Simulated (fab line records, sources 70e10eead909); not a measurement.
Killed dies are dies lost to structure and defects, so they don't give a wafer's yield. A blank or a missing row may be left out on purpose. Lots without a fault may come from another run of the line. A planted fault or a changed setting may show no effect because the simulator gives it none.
Which tool did it? | flow nand_harc | 12 lots, 36 wafers sampled, at 3 steps of a route of 1159

WHAT THE GAUGES READ, wafer by wafer
NHARC_A_CONTACT_CD_MEAS_15.
lot  | measured     | on        | cd_nm (nm)
L074 | day 17 05:37 | cd_sem-02 | 91.1 89.6 90.2
L076 | day 17 14:01 | cd_sem-02 | 90.2 90.2 89.5
L078 | day 18 11:09 | cd_sem-03 | 90.1 89.3 90.1
L080 | day 19 05:46 | cd_sem-01 | 89.3 90.3 89.4
L084 | day 19 10:31 | cd_sem-01 | 88.8 89.3 90.4
L086 | day 20 19:46 | cd_sem-02 | 90.0 91.0 90.2
L088 | day 20 23:02 | cd_sem-02 | 88.4 89.4 88.6
L090 | day 21 14:26 | cd_sem-01 | 89.6 89.8 90.8
L089 | day 21 17:06 | cd_sem-03 | 89.4 89.5 89.6
L094 | day 22 07:44 | cd_sem-01 | 89.6 90.3 89.9
L095 | day 22 19:56 | cd_sem-02 | 89.6 89.3 89.0
L097 | day 23 09:05 | cd_sem-03 | 89.3 89.1 90.3

WHICH TOOL RAN EACH LOT (tool, then ch and the chambers of the sampled wafers, then the start)
lot  | NHARC_A_CONTACT_ETCH_124             | NHARC_A_CONTACT_DESCUM_13
L074 | har_cap_etch-03 ch 0,1, day 16 22:04 | rie_diel-01 ch 0,3, day 17 03:19
L076 | har_cap_etch-02 ch 0,1, day 17 06:10 | rie_diel-06 ch 1,2, day 17 11:17
L078 | har_cap_etch-02 ch 0,1, day 17 23:32 | rie_diel-13 ch 0,1,2, day 18 08:51
L080 | har_cap_etch-02 ch 0,1, day 18 22:19 | rie_diel-13 ch 0,1,3, day 19 03:28
L084 | har_cap_etch-01 ch 0,1, day 19 02:45 | rie_diel-13 ch 0,2,3, day 19 07:57
L086 | har_cap_etch-03 ch 0,1, day 20 11:31 | rie_diel-06 ch 0,3, day 20 17:20
L088 | har_cap_etch-01 ch 0,1, day 20 13:54 | rie_diel-06 ch 1,2,3, day 20 20:44
L090 | har_cap_etch-03 ch 0,1, day 21 02:24 | rie_diel-06 ch 0,1, day 21 12:04
L089 | har_cap_etch-03 ch 0,1, day 21 06:38 | rie_diel-13 ch 1,2,3, day 21 14:31
L094 | har_cap_etch-02 ch 0,1, day 22 00:00 | rie_diel-13 ch 0,1,2, day 22 05:28
L095 | har_cap_etch-03 ch 0,1, day 22 12:11 | rie_diel-06 ch 1,2,3, day 22 17:38
L097 | har_cap_etch-03 ch 0,1, day 23 00:58 | rie_diel-01 ch 1,2,3, day 23 06:26
- NHARC_A_CONTACT_ETCH_124: etches the open film in C4F8/O2/Ar, time 140 s, target depth 700 nm.
- NHARC_A_CONTACT_DESCUM_13: chemistry O2, time 3 s.

THE ANSWER, worked out from the rows above alone
Rule: what is usual is taken from the lots themselves. Put in order of their means at a reading, lots are off if they are a third of the lots or fewer, leave a main group of 4 or more, and stand apart from it by a gap of 3 or more times the standard deviation of the main group's means; of several such gaps the widest counts. A main group whose means are all the same, to the digits that the tables above print for the reading, isn't used. A lot without any number at a reading at which 4 lots or more have one is off too. The other lots that the step has rows for count as sound.
No lot is off at any reading shown: from this, nothing can be told.

WHAT THE SIMULATOR HAD PUT IN
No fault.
